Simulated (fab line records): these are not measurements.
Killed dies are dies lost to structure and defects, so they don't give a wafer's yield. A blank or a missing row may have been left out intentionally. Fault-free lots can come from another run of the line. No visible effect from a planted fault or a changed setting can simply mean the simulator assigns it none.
Chamber matching	flow nand-harc	NHARC_A_CHANNEL_FILL_D2_ALD_25 on ald-hk-01: 4 sister chambers
The step deposits SiOx, target thk 60 nm, pulse time 10 s, ald cycles 600. 18 wafers are shown with their chamber, then 9 later ones without.

WAFERS WITH THEIR CHAMBER
wafer	chamber	heater-power-w (W)	precursor-pulse-height-rel
L075.1	0	448	0.986
L075.4	1	555	1.000
L075.5	3	461	1.015
L076.1	2	429	0.976
L076.3	3	459	1.041
L076.4	1	588	1.018
L080.4	0	465	1.015
L080.5	3	460	0.993
L080.6	0	449	0.955
L083.2	1	586	1.010
L083.4	2	434	1.022
L083.3	0	467	1.005
L085.2	3	459	0.967
L085.3	0	451	1.024
L085.6	2	425	0.986
L086.3	2	429	1.029
L086.4	1	566	1.000
L086.5	0	454	0.981

SIGNATURES, as means of the wafers listed above
reading	chamber 0	chamber 1	chamber 2	chamber 3	scatter within a chamber
heater-power-w	455.67	573.75	429.25	459.75	9.07
precursor-pulse-height-rel	0.99433	1.00700	1.00325	1.00400	0.0246
Rule: a wafer's distance from a chamber is the root of the sum, over the readings, of the square of ((its reading less the chamber's mean) divided by the reading's scatter). The wafer belongs to the nearest chamber; if the next one is less than 2 further off, it can't be placed. How the scatter is found: for the shown wafers, subtract from each reading the mean of its chamber, square and add these, divide the total by (wafers less chambers), then take the root.

WAFERS WITH NO CHAMBER GIVEN
wafer	heater-power-w (W)	precursor-pulse-height-rel
L089.2	440	0.992
L089.1	562	1.007
L089.3	448	0.976
L093.3	436	1.023
L093.5	567	0.986
L093.6	441	1.007
L096.1	452	0.988
L096.2	454	1.003
L096.3	576	1.004

WHICH CHAMBER EACH WENT THROUGH
wafer	from the rows above	in truth
L089.2	can't be placed: 2 or 0 or 3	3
L089.1	1	1
L089.3	can't be placed: 0 or 3 or 2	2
L093.3	can't be placed: 2 or 0 or 3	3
L093.5	1	1
L093.6	can't be placed: 2 or 0 or 3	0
L096.1	can't be placed: 0 or 3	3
L096.2	can't be placed: 0 or 3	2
L096.3	1	1
Placed correctly: 3 of 9. From these rows, 6 cannot be placed; in 5 the true chamber is one of the candidates. Number placed wrongly: 0.
